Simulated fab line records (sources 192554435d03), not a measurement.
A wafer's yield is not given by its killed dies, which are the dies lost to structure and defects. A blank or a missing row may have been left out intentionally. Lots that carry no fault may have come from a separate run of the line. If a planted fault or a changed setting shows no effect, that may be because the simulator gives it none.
Struck lot and sound lot, side by side ; flow n5Finfet ; 16 out of 1938 route steps
Sound: wafers L517.2, L517.3, L517.5. Struck: wafers L527.3, L527.4, L527.6. The cause is given at the end.
At each step with rows: each side's tool, then ch and its chambers, then its first start. Under that, the readings that differ: sound wafers ; struck wafers ; difference of the means ; sigmas: that difference in standard deviations of wafers without a fault.
alike: a reading whose means differ by less than 2 such deviations, as well as words and numbers matching on both sides. not compared: withheld readings; readings where some wafer has no value; bounds like >300 that might hide an equal value; numbers whose values overlap and for which the record gives no deviation.
A row with sigmas, a row that says differs or no value, or rows on one side alone: a step with any of these is where the two part. When numbers do not overlap yet have no deviation, they are printed without sigmas and do not part them. A reading missing from all wafers of one side parts the sides only when that side holds two or more wafers.

first, 4 steps without rows for these wafers: N5_BEOL_M3_HM_STRIP_39 (strips TiN in peroxide tin strip, target depth 25 nm, time 158 s); N5_BEOL_M3_SRD_40 (time 30 s); N5_BEOL_M3_PRECLEAN_42 (cleans in residue remover, time 60 s); N5_BEOL_M3_SRD_43 (time 30 s).
N5_BEOL_M3_CD_MEAS_35: target cd 18 nm, target cd y 21 nm.
  sound on cdSem-01 at day 9 07:49; struck on cdSem-03 at day 11 17:31
  alike: cdNm
N5_BEOL_M3_DEGAS_44: time 60 s.
  sound on pvdSputter-02 at day 9 08:09; struck on pvdSputter-02 at day 11 17:35
  alike: heaterPowerW, susceptorTempC
N5_BEOL_M3_PRE_CLEAN_45: time 30 s.
  sound on pvdSputter-02 at day 9 08:11; struck on pvdSputter-02 at day 11 17:38
  alike: heaterPowerW, susceptorTempC
then, 3 steps without rows for these wafers: N5_BEOL_M3_ALD_84 (deposits TaN, pulse time 2 s, purge time 3 s, co reactant purge time 2 s); N5_BEOL_M3_SURFACE_TREAT_85; N5_BEOL_M3_CVD_47 (deposits Co from CCTBA/H2, target thk 3 nm, time 223.8 s).
N5_BEOL_M3_SPUTTER_48: material Cu, target thk 4.5 nm, time 8.29 s.
  sound on pvdSputter-01 at day 9 08:53; struck on pvdSputter-02 at day 11 18:10
  alike: chamberPressurePa, chuckGasFlowSccm, chuckSensorTempC, substrateTempC, susceptorTempC, throttleValvePct
N5_BEOL_M3_ANNEAL_49: time 240 s.
  sound on pvdSputter-01 at day 9 08:58; struck on pvdSputter-02 at day 11 18:15
  alike: heaterPowerW, susceptorTempC
N5_BEOL_M3_SPUTTER_79: material Cu, target thk 4.5 nm, time 8.29 s.
  sound on pvdSputter-01 at day 9 09:06; struck on pvdSputter-02 at day 11 18:23
  no value came back on the struck wafers for any of 6 readings (chamberPressurePa (Pa), chuckGasFlowSccm (sccm) and others); on the sound wafers chamberPressurePa (Pa) reads 0.06986 0.06984 0.07003
N5_BEOL_M3_ANNEAL_80: time 240 s.
  sound on pvdSputter-01 at day 9 09:11; struck on pvdSputter-02 at day 11 18:28
  alike: heaterPowerW, susceptorTempC
N5_BEOL_M4_RC_MEAS_101:
  sound on prober-02 ch 0, day 9 21:36; struck on prober-02 ch 0, day 12 09:26
  alike: DIBL_N, DIBL_P, IOFF_N, IOFF_P, ION_N, ION_P, SS_N, SS_P, VT_N, VT_P
-- here the record skips 4 days between the struck wafers' starts before and after, leaving off in module BEOL_M4 and picking up in module PASSIVATION (first step shown: number 1936 of the route) --
N5_PASSIVATION_PROBE_49:
  rows exist in the record for the struck wafers here (prober-02, day 16 16:23), but not for the sound ones

WHERE THEY PART
At N5_BEOL_M3_SPUTTER_79 first; at N5_PASSIVATION_PROBE_49 last (within this record only).

WHY: the cause the simulator had injected
Whole step skipped at N5_BEOL_M3_SPUTTER_79 on pvdSputter-02, starting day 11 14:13. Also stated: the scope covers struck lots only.
